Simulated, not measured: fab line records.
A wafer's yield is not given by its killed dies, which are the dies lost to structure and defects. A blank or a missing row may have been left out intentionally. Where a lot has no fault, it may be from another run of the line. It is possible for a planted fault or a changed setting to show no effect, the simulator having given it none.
One fault seen from 3 desks	flow n5-finfet	what lay behind the numbers comes last; until then each desk has only its own

## FOR THE TOOL OWNER'S DESK: cmp-04
The tool's own readings at N5_MOL_CONTACT_COAG_CMP_28 (polishes, stops on SiNx, t overpolish 0.85 s, target thk 14.522 nm): means of the sampled wafers that have a number, for each lot that ran on this tool. Any lot whose mean is over 4 standard deviations away from the usual mean is out of limits and marked OUT; that distance is given in the brackets.
Columns: A = motor-current-A at N5_MOL_CONTACT_COAG_CMP_28, usual 12.7 A; B = time-to-endpoint-s at N5_MOL_CONTACT_COAG_CMP_28, usual 4.6 s
lot	first seen here	A	B
L426	day 7 05:01	12.1	6.3
L437	day 9 22:30	12.4	2.4
This desk's finding: nothing out of limits on any of the 2 lots.

## THE METROLOGY DESK
Lot by lot, what the gauges showed, no matter which tool ran the lot: averages of those sampled wafers that carry a number. Any lot whose mean is over 4 standard deviations away from the usual mean is out of limits and marked OUT; that distance is given in the brackets.
Columns: A = MD_CAP_THK at N5_MOL_CONTACT_COAG_THK_MEAS_29, usual 17.94 nm; B = cd-nm at N5_MOL_CONTACT_COAG_CD_MEAS_84, usual 25.09 nm; C = VG_OVL at N5_MOL_CONTACT_COAG_OVL_MEAS_85, usual 0.1 nm
lot	first seen here	A	B	C
L422	day 6 01:26	17.98	25.10	0.1
L426	day 7 05:14	17.96	25.31	-0.1
L437	day 9 22:46	17.83	25.10	0.1
L438	day 10 08:38	17.90	25.10	-0.2
L441	day 11 00:37	17.89	25.06	0.1
This desk's finding: nothing out of limits on any of the 5 lots.

## THE DEFECT DESK
Counts from the inspections along the route, per lot, as means over the sampled wafers that have a number. Any lot whose mean is over 4 standard deviations away from the usual mean is out of limits and marked OUT; that distance is given in the brackets.
Columns: A = raw-defect-count at N5_MOL_CONTACT_COAG_INSPECT_57, usual 211
lot	first seen here	A
L422	day 6 04:48	277
L426	day 7 06:43	148
L437	day 9 23:51	207
L438	day 10 10:08	175
L441	day 11 01:51	165
This desk's finding: nothing out of limits on any of the 5 lots.

## ALL TOGETHER
The tool owner's desk saw nothing out of limits.
At the metrology desk, nothing out of limits was observed.
The defect desk saw nothing out of limits.

## WHAT WAS PUT IN BY THE SIMULATOR
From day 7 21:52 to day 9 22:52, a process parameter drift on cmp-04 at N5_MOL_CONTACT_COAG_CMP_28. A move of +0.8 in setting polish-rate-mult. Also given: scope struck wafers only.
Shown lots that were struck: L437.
